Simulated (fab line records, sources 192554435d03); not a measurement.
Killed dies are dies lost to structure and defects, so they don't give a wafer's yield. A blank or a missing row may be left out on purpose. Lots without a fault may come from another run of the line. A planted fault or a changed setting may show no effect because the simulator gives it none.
One fault seen from 2 desks | flow n5_finfet | each desk has only its own numbers; what lay behind them comes last

THE TOOL OWNER'S DESK: rie_diel-02
The tool's own readings at N5_BEOL_M6_TRENCH_ETCH_37 (etches SiCOH lowk in C4F6/O2, target depth 94.435 nm, time 31.5 s): means of the sampled wafers that have a number, for each lot that ran on this tool. A lot is out of limits, marked OUT, if its mean lies more than 4 standard deviations from the usual mean; the brackets give that distance.
Columns: A = drypump_motor_current_A at N5_BEOL_M6_TRENCH_ETCH_37, usual 5.8 A; B = oes_product_au at N5_BEOL_M6_TRENCH_ETCH_37, usual 0.77 a.u.; C = rf_fwd_power_W at N5_BEOL_M6_TRENCH_ETCH_37, usual 340.0 W; D = rf_vpp_V at N5_BEOL_M6_TRENCH_ETCH_37, usual 667 V; E = showerhead_plenum_p_Torr at N5_BEOL_M6_TRENCH_ETCH_37, usual 2.85 Torr; F = throttle_valve_pct at N5_BEOL_M6_TRENCH_ETCH_37, usual 20.89 %
lot  | first seen here | A   | B    | C               | D             | E    | F
L895 | day 13 03:05    | 5.9 | 0.81 | 339.5           | 671           | 2.86 | 20.91
L902 | day 14 17:34    | 5.6 | 0.76 | 277.9 (-39) OUT | 743 (+15) OUT | 2.86 | 20.95
L901 | day 14 22:34    | 5.6 | 0.69 | 277.5 (-39) OUT | 744 (+16) OUT | 2.83 | 21.09
This desk's finding: out of limits on L901, L902; first on L902, day 14 17:34 (rf_fwd_power_W at N5_BEOL_M6_TRENCH_ETCH_37). In limits: L895.

THE METROLOGY DESK
What the gauges read, lot by lot, whatever tool the lot ran on: means of the sampled wafers that have a number. A lot is out of limits, marked OUT, if its mean lies more than 4 standard deviations from the usual mean; the brackets give that distance.
Columns: A = trench_depth_nm at N5_BEOL_M6_OCD_MEAS_38, usual 94.3 nm; B = M6_THK at N5_BEOL_M6_THK_MEAS_53, usual 80.3 nm; C = M6_RS at N5_BEOL_M6_RS_MEAS_57, usual 0.287 ohm/sq
lot  | first seen here | A               | B    | C
L888 | day 10 12:13    | 92.6            | 78.7 | 0.295
L895 | day 13 03:14    | 93.4            | 79.2 | 0.290
L902 | day 14 17:44    | 87.1 (-6.0) OUT | 74.0 | 0.315
L901 | day 14 22:43    | 87.8 (-5.4) OUT | 74.2 | 0.313
L905 | day 15 06:22    | 93.0            | 80.6 | 0.291
L911 | day 16 10:08    | 94.6            | 79.5 | 0.287
L910 | day 16 13:58    | 96.0            | 82.2 | 0.277
L909 | day 17 07:55    | 93.6            | 81.7 | 0.284
This desk's finding: out of limits on L901, L902; first on L902, day 14 17:44 (trench_depth_nm at N5_BEOL_M6_OCD_MEAS_38). In limits: L888, L895, L905, L911, L910, L909.

PUT TOGETHER
The tool owner's desk could have raised an alarm at day 14 17:34, on L901, L902.
The metrology desk could have raised an alarm at day 14 17:44, on L901, L902.
Of the lots named, all ran N5_BEOL_M6_TRENCH_ETCH_37 on rie_diel-02.

WHAT THE SIMULATOR HAD PUT IN
Process parameter drift: rie_diel-02, from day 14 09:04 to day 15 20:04, at N5_BEOL_M6_TRENCH_ETCH_37. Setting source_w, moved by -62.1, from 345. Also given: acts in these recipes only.
Lots struck among those shown: L901, L902.
Hours from the fault's start to each desk's first reading out of limits: the tool owner's desk, 9; the metrology desk, 9.
